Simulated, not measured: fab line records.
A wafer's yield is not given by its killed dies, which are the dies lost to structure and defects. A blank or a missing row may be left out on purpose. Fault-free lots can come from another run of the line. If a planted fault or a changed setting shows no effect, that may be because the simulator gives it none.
Matching of chambers    flow n5-finfet    4 sister chambers for N5_BEOL_M4_STRIP_66 on rie-diel-05
The step strips in CF4. 14 wafers are shown with their chamber, then 7 later ones without.

EACH WAFER AND ITS CHAMBER
wafer   chamber  drypump-motor-current-A (A)  showerhead-plenum-p-Torr (Torr)  throttle-valve-pct (%)
L077.1  2        5.8                          1.83                             13.97
L077.4  0        6.3                          1.83                             13.42
L077.6  3        6.6                          1.85                             13.75
L080.1  1        5.4                          1.90                             13.24
L080.2  3        6.5                          1.85                             13.76
L080.3  0        6.3                          1.82                             13.42
L080.4  2        5.8                          1.83                             13.99
L080.5  2        5.8                          1.83                             13.98
L080.6  3        6.6                          1.85                             13.75
L090.1  3        6.6                          1.84                             13.84
L090.2  2        5.8                          1.83                             13.47
L090.3  0        6.3                          1.81                             13.50
L090.4  3        6.6                          1.84                             13.86
L090.5  2        5.8                          1.82                             13.48

SIGNATURES, as means of the wafers listed above
reading                   chamber 0  chamber 1  chamber 2  chamber 3  scatter within a chamber
drypump-motor-current-A   6.300      5.400      5.800      6.580      0.0283
showerhead-plenum-p-Torr  1.8200     1.9000     1.8280     1.8460     0.00632
throttle-valve-pct        13.4467    13.2400    13.7780    13.7920    0.179
Rule: for a wafer and a chamber, the distance is found by dividing, reading by reading, the gap between the wafer's reading and the chamber's mean by the reading's scatter, squaring, summing and taking the root. The wafer belongs to the nearest chamber; if the next one is less than 2 further off, it can't be placed. The scatter: take each reading less its chamber's mean, square it, sum over the shown wafers, divide by the number of wafers less the number of chambers, and take the root.

WAFERS WHOSE CHAMBER IS MISSING
wafer   drypump-motor-current-A (A)  showerhead-plenum-p-Torr (Torr)  throttle-valve-pct (%)
L090.6  6.3                          1.81                             13.50
L092.1  5.7                          1.82                             13.47
L092.2  6.6                          1.84                             13.84
L092.5  6.6                          1.84                             13.85
L089.1  5.8                          1.82                             13.47
L089.2  6.3                          1.81                             13.51
L089.3  6.6                          1.84                             13.84

WHICH CHAMBER EACH WENT THROUGH
wafer   from the rows above  in truth
L090.6  0                    0
L092.1  2                    2
L092.2  3                    3
L092.5  3                    3
L089.1  2                    2
L089.2  0                    0
L089.3  3                    3
7 of 7 placed correctly. Can't be placed from these rows: 0. Number placed wrongly: 0.
